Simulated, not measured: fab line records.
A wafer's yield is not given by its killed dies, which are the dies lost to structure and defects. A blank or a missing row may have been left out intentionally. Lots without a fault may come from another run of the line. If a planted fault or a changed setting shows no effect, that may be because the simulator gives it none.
Chamber matching | flow n5Finfet | N5_BEOL_M8_PECVD_70 on pecvd-01 has 3 sister chambers
The step deposits SiO2 from TEOS/O2, target thk 20 nm, time 22.7 s. 3 wafers are shown with their chamber, then 8 later ones without.

## EACH WAFER AND ITS CHAMBER
wafer  | chamber | throttleValvePct (%)
L085.5 | 0       | 21.2
L085.6 | 2       | 21.4
L089.2 | 1       | 22.7

## WAFERS MISSING THEIR CHAMBER
wafer  | throttleValvePct (%)
L089.3 | 21.3
L089.5 | 21.4
L090.1 | 21.5
L090.3 | 22.5
L090.6 | 21.4
L097.1 | 22.7
L097.3 | 22.6
L097.4 | 21.7

## THE CHAMBER EACH PASSED THROUGH
wafer  | from the rows above     | in truth
L089.3 | can't be placed: 2 or 0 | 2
L089.5 | can't be placed: 2 or 0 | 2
L090.1 | can't be placed: 2 or 0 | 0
L090.3 | 1                       | 1
L090.6 | can't be placed: 2 or 0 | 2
L097.1 | 1                       | 1
L097.3 | 1                       | 1
L097.4 | can't be placed: 2 or 0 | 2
Placed correctly: 3 of 8. From these rows, 5 cannot be placed; in 5 the true chamber is one of the candidates. Placed wrongly: 0.
How it was worked out, from the rows above alone: a wafer's distance from a chamber is the root of the sum, over the readings, of the square of ((its reading less the chamber's mean) divided by the reading's scatter). If the next closest chamber is less than 2 further off than the closest, the wafer can't be placed; otherwise it belongs to the closest. A chamber's mean is the mean of its shown wafers. The scatter (one wafer shown for each chamber): square how far every hidden wafer sits from the nearest shown wafer, average those squares and take the square root.
